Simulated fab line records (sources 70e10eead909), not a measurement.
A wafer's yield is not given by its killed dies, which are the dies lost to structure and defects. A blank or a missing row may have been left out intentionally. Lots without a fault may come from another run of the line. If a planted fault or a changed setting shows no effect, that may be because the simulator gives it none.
Code-filled problem report in 8D (eight disciplines) form | flow nand-harc | the parts of the form that need people (team, actions taken, sign-off) are left out

## 1. WHAT IS WRONG
At NHARC_END_SORT_01, killed-at-periphery averages 287.2 over 4 wafers from 3 lots, while fault-free wafers read 3.6, standard deviation 2.4. That is +99 or more standard deviations from the usual mean.
First seen on wafer L661.2, day 22 20:20, on prober-01. At this step, 12 wafers from 4 lots have a number in the record. Rule for "out" (also "out of limits"): further than 4 standard deviations from the usual mean. Any other wafer with a number is counted as sound.

## 2. WHAT THIS IS AND IS NOT
question                    | is                                                                                                                                                      | is not
which readings at this step | killed-at-periphery, defect-limited-yield, killed-dies, sort_bin_2_pct, sort_bin_3_pct, sort_bin_4_pct, sort-n-pass, sort-rim-yield-pct, sort-yield-pct | killed-at-array, killed-at-other, killed-open, killed-short
which lots                  | L661, L666, L668                                                                                                                                        | L656
which wafers of those lots  | L661.2, L666.4, L666.5, L668.1                                                                                                                          | L661.4, L661.5, L666.1, L668.2, L668.6
read on which gauges        | prober-01                                                                                                                                               | prober-02
when                        | from day 22 20:20                                                                                                                                       | up to then (3 sound wafers); but 5 sound wafers of L661, L666, L668 came after

## 3. WHAT RULES OUT EACH SUSPECT
Counting: a tool at a process step up to the reading stays a suspect if it ran every lot that is out. Sound lots after the first of them don't rule it out here, since some wafers of a struck lot are sound.
- the gauge at NHARC_END_SORT_01: kept. All the wafers that are out were read on prober-01, and no step on other tools shows them out.
- cmp-02 at NHARC_P_BONDPAD_CMP_32 (polishes SiCN, target thk 200 nm): kept. Ran every lot that is out, first one L661 (day 9 16:26); last sound lot up to then L656 (day 8 03:44).
- cmp-02, NHARC_P_BONDPAD_CMP_32: wafers that are out in chamber 1, sound lot-mates in chambers 2, 3.
Left after counting: cmp-02 at NHARC_P_BONDPAD_CMP_32, prober-01 at NHARC_END_SORT_01.

## 4. THE CAUSE (what the simulator had put in)
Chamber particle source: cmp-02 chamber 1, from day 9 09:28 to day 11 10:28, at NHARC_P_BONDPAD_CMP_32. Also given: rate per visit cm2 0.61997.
Counting left 2 suspects, and this tool is among them.

## 5. SEQUENCE OF EFFECTS, ordered by route
One row per reading whose mean, taken over the struck wafers that have a number, lies over 3 standard deviations from the usual. Readings are gone through only where the record gives a usual standard deviation; hours: the median, over the lots, of the time from a lot's start at the first step in this table giving one to that lot's start at this step; sigmas: the change measured in usual standard deviations.
hours | step              | reading              | usual  | on struck wafers | change | sigmas
0     | NHARC_END_SORT_01 | defect-limited-yield | 96.2 % | 54.3             | -41.9  | -32
0     | NHARC_END_SORT_01 | killed-at-periphery  | 3.6    | 287.2            | +283.6 | +99 or more
0     | NHARC_END_SORT_01 | killed-dies          | 26     | 309              | +283   | +32
0     | NHARC_END_SORT_01 | sort_bin_2_pct       | 1.2 %  | 16.4             | +15.2  | +28
0     | NHARC_END_SORT_01 | sort_bin_3_pct       | 0.21 % | 2.88             | +2.67  | +16
0     | NHARC_END_SORT_01 | sort_bin_4_pct       | 2.4 %  | 26.4             | +24.0  | +26
0     | NHARC_END_SORT_01 | sort-n-pass          | 651    | 368              | -283   | -32
0     | NHARC_END_SORT_01 | sort-rim-yield-pct   | 95.0 % | 50.2             | -44.8  | -16
0     | NHARC_END_SORT_01 | sort-yield-pct       | 96.2 % | 54.3             | -41.9  | -32

## 6. HOW IT WOULD HAVE BEEN CAUGHT EARLIER
323 hours passed between the start of the fault at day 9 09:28 and the first reading out of limits at a measuring or inspecting step in this record, taken at day 22 20:20.
An alarm limit of 4 standard deviations would not have fired on the tool readings at NHARC_P_BONDPAD_CMP_32 for which the record gives a usual standard deviation, since none of them was out on any struck wafer.
By day 22 20:20 the whole set of lots that are out, 3 in number, had already begun NHARC_P_BONDPAD_CMP_32 on cmp-02. Tool hold at that time: it would have spared none of them.
